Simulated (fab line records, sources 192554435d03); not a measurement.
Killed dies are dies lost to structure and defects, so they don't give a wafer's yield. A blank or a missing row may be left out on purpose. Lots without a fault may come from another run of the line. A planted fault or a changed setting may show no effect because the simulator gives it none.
fab line records | flow n5_finfet | part 2 of 2: steps 27 to 33 of 33
record lots=5 wafers=15 last_day=17
route steps=1938 shown BEOL_M11@1541
lots that met no fault: from a run of the same line without faults
start_h: hours from the record's first day to the start of the lot's first wafer shown | wait_h: hours since the lot's step before | " the same as in the row above | L1.1+2: a row that stands for several wafers | - no value, or no start given | * or withheld: withheld | < > ~ a bound
route shown NAME@n: a module of which the file shows steps, and the number in the route of the first | usual: mean/standard deviation of fault-free wafers | same: alike in all rows | chamber/n: place in a boat | sites: the reading at each site | _std_site: their standard deviation | _edge_site: outer sites' mean less inner sites' | radius_mm: how far each site lies from the wafer's centre | mask NAME#n: copy n | behind: the tool/chamber that last shaped the wafer | hold: why the lot was held/for how many hours/how that ended | device: the transistor (n, p or np) that didn't switch | end of line: the same wafers' tests at the end of the route | a step without rows: its recipe alone | killed: dies lost to structure and defects at the first sort, not the wafer's yield | map: a wafer's dies, x killed, . not, _ none there
set.NAME: the setting as run; set.NAME@STEP: as run at that earlier step | model.NAME: the simulator's own value behind a step, which no gauge read
lots at some steps of the route; a table a step, a row a wafer
services: from which hour (start_h, from the record's first day; less than 0 if before it) a tool's chamber was out of use, for how many hours, and why
## steps
# step N5_BEOL_M11_DEVELOP_27
# recipe develop_time_s=30 developer=TMAH resist=CAR-ArF rinse_liquid=diw dry=air_spin dev_temp_c=23
# columns lot.wafer tool chamber start_h wait_h
L076.1+2+5 litho_track-03 0 - -
L088.3+4+6 litho_track-04 0 - -
L089.1+2+6 litho_track-04 0 - -
L094.4+5+6 litho_track-04 0 - -
L097.1+2+3 litho_track-05 0 - -
# step N5_BEOL_M11_CD_MEAS_28
# recipe target_cd_nm=70 landing_energy_ev=500 detector=se_inlens polarity=opening
# usual cd_nm=69.7/0.75
# columns lot.wafer tool chamber start_h wait_h cd_nm
L076.1 cd_sem-02 0 241.52 - 69.8
L076.2 " 0 " " 69.2
L076.5 " 0 " " 69.8
L088.3 cd_sem-02 0 300.22 - 69.3
L088.4 " 0 " " 70.0
L088.6 " 0 " " 69.5
L089.1 cd_sem-03 0 310.74 - 72.1
L089.2 " 0 " " 70.8
L089.6 " 0 " " 70.4
L094.4 cd_sem-02 0 347.97 - 70.2
L094.5 " 0 " " 70.8
L094.6 " 0 " " 69.7
L097.1 cd_sem-02 0 366.73 - 69.5
L097.2 " 0 " " 69.5
L097.3 " 0 " " 69.5
# step N5_BEOL_M11_OVL_MEAS_29
# recipe points_per_wafer=44
# usual V10_OVL=0.2/0.69
# columns lot.wafer tool chamber start_h wait_h V10_OVL[nm]
L076.1 overlay-01 0 241.55 0.0 1.6
L076.2 " 0 " " 0.1
L076.5 " 0 " " 0.5
L088.3 overlay-02 0 300.24 0.0 0.5
L088.4 " 0 " " 0.4
L088.6 " 0 " " 0.3
L089.1 overlay-02 0 310.77 0.0 1.2
L089.2 " 0 " " 1.5
L089.6 " 0 " " 1.6
L094.4 overlay-01 0 348.00 0.0 -0.1
L094.5 " 0 " " -0.2
L094.6 " 0 " " 0.2
L097.1 overlay-02 0 366.76 0.0 0.1
L097.2 " 0 " " 0.5
L097.3 " 0 " " -0.5
# step N5_BEOL_M11_INSPECT_30
# recipe mode=adi inspect_instrument=brightfield
# usual raw_defect_count=399/91
# columns lot.wafer tool chamber start_h wait_h raw_defect_count
L076.1 defect_inspect-02 - 241.57 0.0 381
L076.2 " - " " 531
L076.5 " - " " 335
L088.3 defect_inspect-01 - 300.27 0.0 331
L088.4 " - " " 311
L088.6 " - " " 315
L089.1 defect_inspect-02 - 310.80 0.0 441
L089.2 " - " " 443
L089.6 " - " " 345
L094.4 defect_inspect-02 - 348.02 0.0 271
L094.5 " - " " 240
L094.6 " - " " 238
L097.1 defect_inspect-01 - 366.79 0.0 378
L097.2 " - " " 397
L097.3 " - " " 383
# step N5_BEOL_M11_DESCUM_33
# recipe chemistry=O2 time_s=7.9 source_power_w=50 bias_power_w=20 pressure_mtorr=20 rf_frequency_hz=2.712e+07 temp_c=40 resist=CAR-ArF o2_flow_sccm=225
# usual drypump_motor_current_A=5.8/0.52 oes_product_au=0.78/0.074 rf_vpp_V=243.9/1.3 showerhead_plenum_p_Torr=2.14/0.066 throttle_valve_pct=20.36/0.29
# same time_s=7.9
# columns lot.wafer tool chamber start_h wait_h drypump_motor_current_A oes_product_au rf_hours_counter_h rf_vpp_V showerhead_plenum_p_Torr throttle_valve_pct
L076.1 rie_diel-06 3 241.61 0.0 6.2 0.88 41 242.5 2.13 19.79
L076.2 " 2 " " 6.4 0.70 218 241.5 1.98 20.96
L076.5 " 3 " " 6.2 0.89 - 244.4 2.13 19.78
L088.3 rie_diel-01 1 300.36 0.1 5.0 0.83 73 245.1 2.21 20.32
L088.4 " 2 " " 5.4 0.96 8 243.2 2.15 20.28
L088.6 " 3 " " 5.7 0.81 - 241.9 2.02 20.25
L089.1 rie_diel-01 1 310.83 0.0 5.0 0.81 76 245.4 2.21 20.33
L089.2 " 0 " " 6.7 0.72 212 244.4 2.15 20.37
L089.6 " 0 " " 6.7 0.72 - 244.0 2.15 20.36
L094.4 rie_diel-03 0 348.06 0.0 5.3 0.69 227 244.7 2.16 20.24
L094.5 " 0 " " 5.2 0.69 - 244.5 2.16 20.24
L094.6 " 3 " " 5.7 0.85 - 244.1 2.13 20.38
L097.1 rie_diel-01 2 366.82 0.0 5.4 0.90 29 244.0 2.14 20.32
L097.2 " 1 " " 5.0 0.80 94 244.2 2.20 20.34
L097.3 " 3 " " 5.7 0.78 120 243.0 2.01 20.29
# step N5_BEOL_M11_ETCH_65
# recipe chemistry=CF4 target=SiARC target_depth_a=390 mask_material=CAR-ArF time_s=65 ion_energy_ev=80 pressure_mtorr=40 source_w=545 bias_w=36 Ar_flow_sccm=100 cf4_flow_sccm=100 ends=cleared
# usual drypump_motor_current_A=5.8/0.52 etch_rf_on_time_s=64.7/1.1 oes_product_au=0.66/0.066 rf_vpp_V=184.5/1.1 showerhead_plenum_p_Torr=2.18/0.062 throttle_valve_pct=15.55/0.29
# columns lot.wafer tool chamber start_h wait_h drypump_motor_current_A etch_rf_on_time_s oes_product_au rf_hours_counter_h rf_vpp_V showerhead_plenum_p_Torr throttle_valve_pct
L076.1 rie_diel-06 3 241.64 0.0 6.2 64.3 0.75 41 185.1 2.18 15.04
L076.2 " 2 " " 6.4 65.8 0.60 218 182.9 2.04 16.15
L076.5 " 3 " " 6.2 63.8 0.76 - 183.5 2.18 15.06
L088.3 rie_diel-01 1 300.39 0.0 5.0 63.0 0.70 73 185.4 2.25 15.52
L088.4 " 2 " " 5.4 61.8 0.82 8 184.4 2.19 15.37
L088.6 " 3 " " 5.7 63.8 0.69 - 183.0 2.08 15.45
L089.1 rie_diel-01 1 310.87 0.0 5.0 62.6 0.71 76 185.7 2.25 15.53
L089.2 " 0 " " 6.7 65.3 0.62 212 186.8 2.21 15.66
L089.6 " 0 " " 6.7 64.5 0.62 - 184.6 2.21 15.65
L094.4 rie_diel-03 0 348.09 0.0 5.3 66.2 0.59 227 185.0 2.20 15.42
L094.5 " 0 " " 5.3 66.8 0.59 - 185.3 2.20 15.44
L094.6 " 3 " " 5.7 65.7 0.71 - 185.5 2.17 15.48
L097.1 rie_diel-01 2 366.86 0.0 5.4 62.5 0.78 29 185.5 2.18 15.41
L097.2 " 1 " " 5.0 64.0 0.68 94 184.9 2.25 15.58
L097.3 " 3 " " 5.7 64.9 0.66 120 183.5 2.07 15.49
# step N5_BEOL_M11_ETCH_66
# recipe chemistry=N2/H2 target=SOC target_depth_a=1200 overetch_a=240 mask_material=SiARC temp_c=40 time_s=180 ion_energy_ev=200 pressure_mtorr=30 source_w=840 bias_w=150 n2_flow_sccm=200 h2_flow_sccm=200
# usual drypump_motor_current_A=5.8/0.53 oes_product_au=0.63/0.057 rf_vpp_V=525.3/2.3 showerhead_plenum_p_Torr=2.59/0.079 throttle_valve_pct=17.73/0.3
# same time_s=180
# columns lot.wafer tool chamber start_h wait_h drypump_motor_current_A oes_product_au rf_hours_counter_h rf_vpp_V showerhead_plenum_p_Torr throttle_valve_pct
L076.1 rie_diel-06 3 241.69 0.0 6.2 0.71 41 525.3 2.59 17.19
L076.2 " 2 " " 6.4 0.57 218 521.1 2.41 18.36
L076.5 " 3 " " 6.2 0.71 - 524.8 2.59 17.22
L088.3 rie_diel-01 1 300.44 0.0 5.0 0.67 73 526.5 2.69 17.69
L088.4 " 2 " " 5.4 0.76 8 525.7 2.61 17.64
L088.6 " 3 " " 5.7 0.65 - 521.3 2.46 17.63
L089.1 rie_diel-01 1 310.92 0.0 5.0 0.65 76 527.1 2.69 17.68
L089.2 " 0 " " 6.7 0.58 212 526.4 2.62 17.77
L089.6 " 0 " " 6.7 0.58 - 527.5 2.62 17.77
L094.4 rie_diel-03 0 348.14 0.0 5.3 0.56 227 525.0 2.61 17.65
L094.5 " 0 " " 5.3 0.56 - 524.6 2.61 17.62
L094.6 " 3 " " 5.7 0.69 - 524.0 2.59 17.76
L097.1 rie_diel-01 2 366.91 0.0 5.4 0.72 29 525.4 2.60 17.67
L097.2 " 1 " " 5.0 0.63 94 527.0 2.68 17.72
L097.3 " 3 " " 5.7 0.63 120 521.0 2.45 17.67
## services
# columns tool chamber start_h hours kind
arfi_scanner-03 - 223.66 1.0 pm
rie_diel-06 1 228.58 18.5 repair
arfi_scanner-02 - 234.24 0.8 pm
rie_metal-01 - 234.41 2.8 pm
arfi_scanner-03 - 235.56 0.2 repair
arfi_scanner-01 - 245.17 36.0 pm
arfi_scanner-02 - 260.92 1.0 pm
rie_diel-03 1 262.53 4.8 repair
arfi_scanner-02 - 271.75 1.3 pm
rie_diel-01 3 277.69 5.4 repair
arfi_scanner-01 - 281.17 6.0 pm
arfi_scanner-03 - 285.18 1.3 pm
arfi_scanner-01 - 312.62 1.3 pm
rie_metal-03 1 313.55 10.1 repair
arfi_scanner-01 - 317.76 0.8 pm
rie_metal-03 - 319.32 1.1 repair
rie_diel-03 - 328.19 2.8 pm
rie_metal-02 - 331.78 0.4 repair
rie_metal-03 - 332.84 0.3 repair
arfi_scanner-03 - 347.76 0.8 pm
rie_diel-06 1 349.71 9.9 repair
arfi_scanner-01 - 350.82 2.7 repair
rie_metal-02 1 365.25 9.4 repair
arfi_scanner-01 - 365.51 2.0 repair
